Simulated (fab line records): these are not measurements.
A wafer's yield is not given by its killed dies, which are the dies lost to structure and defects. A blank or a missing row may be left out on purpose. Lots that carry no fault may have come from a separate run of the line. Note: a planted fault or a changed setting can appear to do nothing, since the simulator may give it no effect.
fab line records	flow nandHarc
record lots=11	wafers=33	lastDay=32
route steps=1302 shown A_SLIT@924
lots that met no fault: from a run of the same line without faults
startH: hours from the record's opening day to when the first of the lot's shown wafers began	waitH: hours elapsed since this lot's preceding step	" same as the row above	L1.1+2: a row that stands for several wafers	- value missing, or start not given	* or withheld: withheld	< > ~ a bound
route shown NAME@n: a module of which the file shows steps, and the number in the route of the first	usual: mean/standard deviation taken from wafers without a fault	same: alike in all rows	chamber/n: place in a boat	sites: the reading at each site	_std_site: standard deviation across them	_edge_site: outer sites' mean less inner sites'	radiusMm: how far each site lies from the wafer's centre	mask NAME#n: copy n	behind: the last tool/chamber to shape the wafer	hold: why the lot went on hold/how many hours it stayed there/how the hold came to an end	device: transistor that didn't switch, given as n, p or np	end of line: the same wafers' tests at the end of the route	step lacking rows: just its recipe	killed: count of dies lost to structure and defects at first sort (not the wafer's yield)	map: a wafer's dies, x killed, . not, _ none there
set.NAME: the setting as run; set.NAME@STEP: as run at that earlier step	model.NAME: the simulator's own value behind a step, which no gauge read
a sample of lots followed through the steps of the route, with each step as a table and each wafer as a row
services: the hour from which a tool's chamber was out of use, counted from the record's first day as startH (under 0 if before that day), plus the number of hours and why
## steps
# step NHARC_A_SLIT_DEP_23
# recipe targetThkA=1000	targetThkNm=100	tempC=400	pressureTorr=3.5	flowSccm=200	rfW=350	material=SiON
# usual heaterPowerW=786/100
lot.wafer	tool	chamber	startH	waitH	heaterPowerW
L623.2	pecvd-02	1	454.06	2.5	680
L623.3	"	2	"	"	941
L623.6	"	2	"	"	749
L624.6	pecvd-02	0	462.80	0.1	771
L624.5	"	1	"	"	760
L624.4	"	2	"	"	945
L625.3	pecvd-04	0	480.52	2.0	750
L625.2	"	1	"	"	550
L625.6	"	0	"	"	610
L626.2	pecvd-01	0	480.68	2.6	838
L626.4	"	2	"	"	788
L626.5	"	0	"	"	865
L627.3	pecvd-02	2	492.56	1.9	830
L627.1	"	0	"	"	755
L627.6	"	0	"	"	760
L629.1	pecvd-02	2	524.76	3.2	880
L629.2	"	0	"	"	733
L629.4	"	2	"	"	856
L630.3	pecvd-01	1	524.95	1.9	795
L630.2	"	0	"	"	911
L630.4	"	2	"	"	951
L634.2	pecvd-01	1	555.33	2.6	720
L634.4	"	0	"	"	890
L634.5	"	1	"	"	738
L635.3	pecvd-04	1	570.55	1.9	602
L635.5	"	2	"	"	684
L635.6	"	0	"	"	650
L641.3	pecvd-01	1	627.71	1.9	838
L641.1	"	2	"	"	851
L641.5	"	0	"	"	825
L642.2	pecvd-01	1	643.41	2.5	858
L642.1	"	0	"	"	900
L642.4	"	2	"	"	922
# step NHARC_A_SLIT_ETCH_24
# recipe targetDepthA=1210	timeS=60.5	cf4FlowSccm=100	chf3FlowSccm=30	arFlowSccm=0	rfW=500	biasW=200	chemistry=CF4/CHF3
# usual chamberPressureMTorr=25.001/0.022	drypumpMotorCurrentA=5.4/0.32	mfcArSccm=0.012/0.014	oesProductAu=0.961/0.017	rfFwdPowerW=496.0/1.8	rfVppV=370.4/2.1	showerheadPlenumPTorr=1.57/0.062	throttleValvePct=16.803/0.009
lot.wafer	tool	chamber	startH	waitH	chamberPressureMTorr	drypumpMotorCurrentA	mfcArSccm	oesProductAu	rfFwdPowerW	rfHoursCounterH	rfVppV	showerheadPlenumPTorr	throttleValvePct
L623.2	rieDiel-06	0	455.01	0.1	25.046	5.2	0.037	0.980	494.4	6	370.6	1.61	16.803
L623.3	"	1	"	"	24.992	5.0	0	0.958	498.5	8	368.7	1.50	16.803
L623.6	"	1	"	"	25.007	5.0	0	0.966	496.5	-	367.9	1.50	16.791
L624.4	rieDiel-07	2	463.53	0.1	24.966	5.1	0	0.922	495.3	10	367.2	1.47	16.794
L624.5	"	2	"	"	24.994	5.1	0	0.913	493.9	-	368.3	1.47	16.800
L624.6	"	3	"	"	24.978	5.8	0.014	0.926	494.4	-	370.9	1.58	16.799
L625.2	rieDiel-07	3	481.33	0.1	25.006	5.8	0.014	0.972	493.9	0	369.3	1.59	16.812
L625.3	"	1	"	"	25.025	5.7	0	0.972	497.3	0	372.5	1.63	16.809
L625.6	"	2	"	"	24.996	5.1	0	0.965	496.5	-	367.8	1.47	16.805
L626.4	rieDiel-09	2	481.57	0.1	24.987	5.3	0.007	0.971	497.2	6	369.9	1.57	16.796
L626.2	"	3	"	"	25.018	5.8	0.037	0.988	495.3	7	368.2	1.49	16.795
L626.5	"	3	"	"	24.950	5.8	0.037	0.980	499.8	-	367.2	1.49	16.790
L627.1	rieDiel-06	0	493.51	0.1	25.009	5.2	0.037	0.968	496.2	0	372.5	1.61	16.797
L627.3	"	2	"	"	24.993	5.6	0.010	0.961	496.2	0	368.9	1.55	16.801
L627.6	"	0	"	"	24.970	5.2	0.037	0.971	496.6	-	371.3	1.61	16.797
L629.2	rieDiel-06	3	525.70	0.1	25.012	5.6	0	0.984	496.2	3	373.6	1.65	16.801
L629.1	"	0	"	"	25.005	5.2	0.037	0.960	496.1	3	373.2	1.61	16.814
L629.4	"	2	"	"	25.025	5.6	0.010	0.973	495.4	2	370.3	1.55	16.802
L630.2	rieDiel-09	3	525.89	0.1	24.987	5.8	0.037	0.972	497.4	1	368.0	1.49	16.802
L630.4	"	0	"	"	25.001	5.5	0.011	0.967	496.0	1	371.4	1.64	16.794
L630.3	"	2	"	"	24.996	5.3	0.007	0.986	494.5	0	369.9	1.56	16.804
L634.2	rieDiel-07	1	556.25	0.1	24.972	5.8	0	0.954	499.8	4	371.5	1.63	16.793
L634.4	"	0	"	"	25.007	5.9	0.024	0.942	500.4	2	371.8	1.63	16.818
L634.5	"	2	"	"	25.004	5.1	0	0.957	493.3	-	368.2	1.47	16.814
L635.3	rieDiel-07	1	571.39	0.1	25.001	5.7	0	0.962	496.3	7	372.0	1.63	16.807
L635.6	"	1	"	"	24.992	5.7	0	0.963	495.0	-	373.1	1.63	16.809
L635.5	"	2	"	"	24.978	5.1	0	0.957	495.8	-	367.0	1.47	16.793
L641.3	rieDiel-07	2	628.64	0.1	25.021	5.1	0	1.176	695.3	7	367.8	1.47	16.801
L641.1	"	0	"	"	24.988	5.9	0.024	1.174	696.5	8	373.0	1.62	16.802
L641.5	"	2	"	"	24.968	5.1	0	1.169	691.9	-	366.6	1.47	16.813
L642.4	rieDiel-07	2	644.23	0.1	24.988	5.1	0	1.188	692.7	8	367.1	1.47	16.808
L642.1	"	0	"	"	24.992	5.9	0.024	1.215	697.1	10	374.2	1.62	16.794
L642.2	"	1	"	"	25.015	5.8	0	1.230	695.4	12	372.9	1.63	16.797
# step NHARC_A_SLIT_ETCH_17
# recipe biasV=900	sourceW=withheld	pressureMtorr=20	arFlowSccm=375	c4f8FlowSccm=83.3	o2FlowSccm=41.7	timeS=4254.5	targetDepthA=2.03e+05	chemistry=C4F8/O2/Ar
# usual chamberPressureMTorr=19.998/0.019	drypumpMotorCurrentA=5.6/0.58	mfcArSccm=375.0/1.1	showerheadPlenumPTorr=3.61/0.18	throttleValvePct=32.045/0.009
lot.wafer	tool	chamber	startH	waitH	chamberPressureMTorr	drypumpMotorCurrentA	mfcArSccm	rfHoursCounterH	showerheadPlenumPTorr	throttleValvePct
L623.2	harEtch-01	1	457.60	-	20.045	5.0	375.1	257	3.51	32.043
L623.3	"	1	458.80	-	19.965	5.0	373.5	-	3.51	32.064
L623.6	"	0	"	"	20.014	5.2	373.6	-	3.45	32.044
L624.4	harEtch-02	0	465.90	-	20.008	6.0	373.5	-	3.92	32.052
L624.5	"	0	467.11	-	20.025	6.0	373.4	-	3.92	32.037
L624.6	"	1	"	"	20.015	6.4	376.8	-	3.70	32.054
L625.2	harEtch-01	1	482.72	-	19.986	5.0	373.0	269	3.50	32.044
L625.3	"	1	483.93	-	20.004	5.0	373.3	-	3.50	32.051
L625.6	"	1	485.14	-	19.987	5.0	375.3	-	3.50	32.047
L626.2	harEtch-02	0	483.35	-	19.958	6.0	374.1	47	3.91	32.037
L626.4	"	0	484.56	-	19.995	6.0	374.5	-	3.91	32.032
L626.5	"	1	"	"	20.021	6.5	373.5	-	3.69	32.053
L627.1	harEtch-02	1	496.52	-	19.985	6.4	375.7	58	3.69	32.051
L627.3	"	0	"	"	20.014	6.0	375.8	-	3.91	32.035
L627.6	"	1	498.92	-	20.004	6.4	375.0	-	3.69	32.038
L629.2	harEtch-02	0	526.87	-	19.994	6.0	375.4	70	3.90	32.042
L629.1	"	1	"	"	19.965	6.4	372.6	70	3.68	32.048
L629.4	"	1	528.69	-	19.988	6.4	375.3	-	3.68	32.034
L630.2	harEtch-01	1	527.06	-	20.024	5.0	376.5	295	3.49	32.049
L630.4	"	1	528.27	-	19.991	5.0	375.2	-	3.49	32.044
L630.3	"	0	"	"	19.982	5.2	373.1	-	3.43	32.047
L634.2	harEtch-01	0	557.54	-	20.002	5.2	372.3	314	3.42	32.052
L634.4	"	0	558.75	-	19.987	5.2	374.4	-	3.42	32.039
L634.5	"	0	559.96	-	19.965	5.2	375.2	-	3.42	32.042
L635.3	harEtch-01	0	574.00	-	19.999	5.2	374.7	-	3.42	32.042
L635.6	"	0	575.20	-	19.994	5.2	374.4	-	3.42	32.044
L635.5	"	1	"	"	19.992	5.0	373.7	-	3.47	32.069
L641.1	harEtch-01	1	630.39	-	19.976	5.0	375.1	356	3.46	32.048
L641.3	"	1	631.59	-	19.998	5.0	375.3	-	3.46	32.056
L641.5	"	0	"	"	20.032	5.2	372.7	-	3.40	32.042
L642.1	harEtch-01	1	645.39	-	19.977	5.0	373.9	364	3.45	32.031
L642.2	"	1	646.61	-	19.945	5.0	374.5	-	3.45	32.034
L642.4	"	1	649.03	-	20.006	5.0	373.6	-	3.45	32.042
# step NHARC_A_SLIT_ETCH_26
# recipe biasV=400	sourceW=2000	pressureMtorr=25	timeS=90	arFlowSccm=375	c4f8FlowSccm=41.7	o2FlowSccm=83.3	targetDepthA=4000	chemistry=C4F8/O2/Ar
# usual chamberPressureMTorr=24.998/0.021	drypumpMotorCurrentA=5.6/0.57	mfcArSccm=375.2/1.2	rfFwdPowerW=1991/6.1	showerheadPlenumPTorr=3.64/0.19	throttleValvePct=27.620/0.0095
lot.wafer	tool	chamber	startH	waitH	chamberPressureMTorr	drypumpMotorCurrentA	mfcArSccm	rfFwdPowerW	rfHoursCounterH	showerheadPlenumPTorr	throttleValvePct
L623.2	harEtch-01	1	460.63	2.4	25.038	5.0	375.4	1988	260	3.53	27.632
L623.3	"	1	"	"	25.031	5.0	374.0	1993	-	3.53	27.614
L623.6	"	0	"	"	24.996	5.2	376.2	1999	-	3.47	27.616
L624.4	harEtch-02	0	468.38	1.9	24.954	6.0	374.5	1993	-	3.96	27.630
L624.5	"	0	"	"	25.008	5.9	376.0	1987	-	3.96	27.621
L624.6	"	1	"	"	25.018	6.4	375.4	1999	-	3.73	27.605
L625.2	harEtch-01	1	486.34	3.0	25.030	5.0	374.6	1990	271	3.53	27.620
L625.3	"	1	"	"	24.984	5.0	374.4	1986	-	3.53	27.629
L625.6	"	1	"	"	25.018	5.0	373.4	1989	-	3.53	27.625
L626.2	harEtch-02	0	486.40	2.4	25.040	6.0	375.3	1981	50	3.95	27.632
L626.4	"	0	"	"	24.988	6.0	376.2	1985	-	3.95	27.632
L626.5	"	1	"	"	24.950	6.4	374.6	2003	-	3.72	27.614
L627.1	harEtch-02	1	499.55	2.4	25.019	6.4	373.9	1992	61	3.72	27.620
L627.3	"	0	"	"	25.003	6.0	374.2	1987	-	3.94	27.634
L627.6	"	1	"	"	25.002	6.4	375.9	1994	-	3.72	27.607
L629.2	harEtch-02	0	530.51	3.0	25.025	5.9	377.1	1985	73	3.94	27.618
L629.1	"	1	"	"	24.971	6.4	374.9	1992	73	3.71	27.630
L629.4	"	1	"	"	25.003	6.4	375.4	1996	-	3.71	27.621
L630.2	harEtch-01	1	530.69	3.0	24.989	5.0	372.7	1985	298	3.51	27.629
L630.4	"	1	"	"	24.988	5.0	374.2	1988	-	3.51	27.616
L630.3	"	0	"	"	24.970	5.2	376.5	1998	-	3.45	27.625
L634.2	harEtch-01	0	561.18	3.0	24.984	5.2	374.5	1995	317	3.44	27.614
L634.4	"	0	"	"	24.980	5.2	374.2	1987	-	3.44	27.607
L634.5	"	0	"	"	25.002	5.2	374.0	1994	-	3.44	27.611
L635.3	harEtch-01	0	576.48	1.9	24.987	5.2	376.7	1978	-	3.44	27.616
L635.6	"	0	"	"	25.002	5.2	377.7	1985	-	3.44	27.616
L635.5	"	1	"	"	24.994	5.0	373.2	1980	-	3.50	27.634
L641.1	harEtch-01	1	633.42	2.4	24.975	5.0	376.1	1995	359	3.48	27.630
L641.3	"	1	"	"	24.999	5.0	373.9	1998	-	3.48	27.622
L641.5	"	0	"	"	24.977	5.2	375.4	1991	-	3.42	27.622
L642.1	harEtch-01	1	652.66	6.1	25.023	5.0	375.5	1999	370	3.47	27.630
L642.2	"	1	"	"	25.017	5.0	378.8	1984	-	3.48	27.625
L642.4	"	1	"	"	24.965	5.0	377.1	1987	-	3.48	27.621
## services
tool	chamber	startH	hours	kind
rieDiel-09	-	436.71	0.8	repair
rieDiel-06	0	437.00	9.5	repair
rieDiel-09	2	438.64	3.5	repair
pecvd-01	-	442.21	0.7	repair
pecvd-04	-	450.17	13.0	pm
rieDiel-07	0	450.20	-	clean
rieDiel-07	1	450.20	-	clean
rieDiel-07	2	450.20	-	clean
rieDiel-07	-	471.20	9.0	pm
rieDiel-07	2	483.11	7.7	repair
rieDiel-06	-	484.20	9.0	pm
pecvd-01	-	492.00	13.0	pm
rieDiel-09	-	497.10	9.0	pm
pecvd-02	-	510.23	2.5	repair
pecvd-01	2	516.36	5.9	repair
pecvd-01	0	527.31	3.4	repair
rieDiel-07	-	580.20	0.3	repair
pecvd-04	2	582.53	8.9	repair
pecvd-02	-	589.18	13.0	pm
pecvd-04	-	631.25	13.0	pm
harEtch-01	0	642.11	-	consumableReplace:showerhead
harEtch-01	0	642.11	17.0	scheduledDown
harEtch-01	0	642.11	17.0	ventCycle
rieDiel-07	-	648.20	9.0	pm
## key
firstSign step=NHARC_A_SLIT_ETCH_24	reading=rfFwdPowerW	direction=up	sigmas=99+	usual=*	struck=*
effect step=NHARC_A_SLIT_ETCH_24	reading=oesProductAu	direction=up	sigmas=13	usual=0.961	struck=1.192
metAt NHARC_A_SLIT_ETCH_24
struckLots L641,L642
testerLeftOut L641,L642
notActingAt NHARC_A_SLIT_DEP_23,NHARC_A_SLIT_ETCH_17,NHARC_A_SLIT_ETCH_26
onsetBetween 571.39 628.64
fault kind=processParameterDrift	tool=rieDiel-07	chamber=-	onsetH=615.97	steps=NHARC_A_SLIT_ETCH_24	channel=rfW	offset=*	shape=step	endH=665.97	actsIn=*	stated=*
# testerLeftOut: of these lots the tester's yield and bins aren't shown, on N5 and GAA mostly nor the transistor test; their killed dies are dies lost to structure and defects alone, not to doping, threshold or leakage, so they don't give the yield
